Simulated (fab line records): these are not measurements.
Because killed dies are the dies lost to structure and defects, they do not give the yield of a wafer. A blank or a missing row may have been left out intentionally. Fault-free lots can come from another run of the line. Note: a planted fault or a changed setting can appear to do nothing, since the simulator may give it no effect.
Chamber matching    flow nand_harc    NHARC_P_ZERO_WELL_ETCH_65 on rie_diel-01 has 4 sister chambers
The step etches the open film in N2/H2, target depth 80 nm, overetch 24 nm, time 87.88 s. 8 wafers are shown with their chamber, then 8 later ones without.

## WAFERS PAIRED WITH THEIR CHAMBERS
wafer   chamber  drypump_motor_current_A (A)  rf_vpp_V (V)
L074.4  3        5.3                          427.7
L085.1  1        4.8                          429.2
L085.3  3        5.3                          427.1
L087.4  1        4.8                          431.0
L087.5  2        5.7                          431.1
L088.3  2        5.7                          430.3
L088.6  0        5.0                          431.2
L089.3  0        4.9                          432.1

## WAFERS WITHOUT THEIR CHAMBER
wafer   drypump_motor_current_A (A)  rf_vpp_V (V)
L089.5  5.7                          432.4
L089.6  5.3                          425.6
L094.1  4.8                          431.0
L094.3  5.7                          430.0
L094.6  4.8                          431.0
L097.1  5.7                          430.8
L097.2  5.3                          426.7
L097.6  4.9                          432.3

## THE CHAMBER EACH PASSED THROUGH
wafer   from the rows above  in truth
L089.5  2                    2
L089.6  3                    3
L094.1  1                    1
L094.3  2                    2
L094.6  1                    1
L097.1  2                    2
L097.2  3                    3
L097.6  0                    0
Correct placement for 8 of the 8. Left unplaced by these rows: 0. Placed wrongly: 0.
How it was worked out, from the rows above alone: a wafer's distance from a chamber is the root of the sum, over the readings, of the square of ((its reading less the chamber's mean) divided by the reading's scatter). The wafer belongs to the nearest chamber; if the next one is less than 2 further off, it can't be placed. The mean given for a chamber averages the wafers shown for that chamber. The scatter: the root of (the sum of the squares of (reading less its chamber's mean) over the shown wafers, divided by (wafers less chambers)).
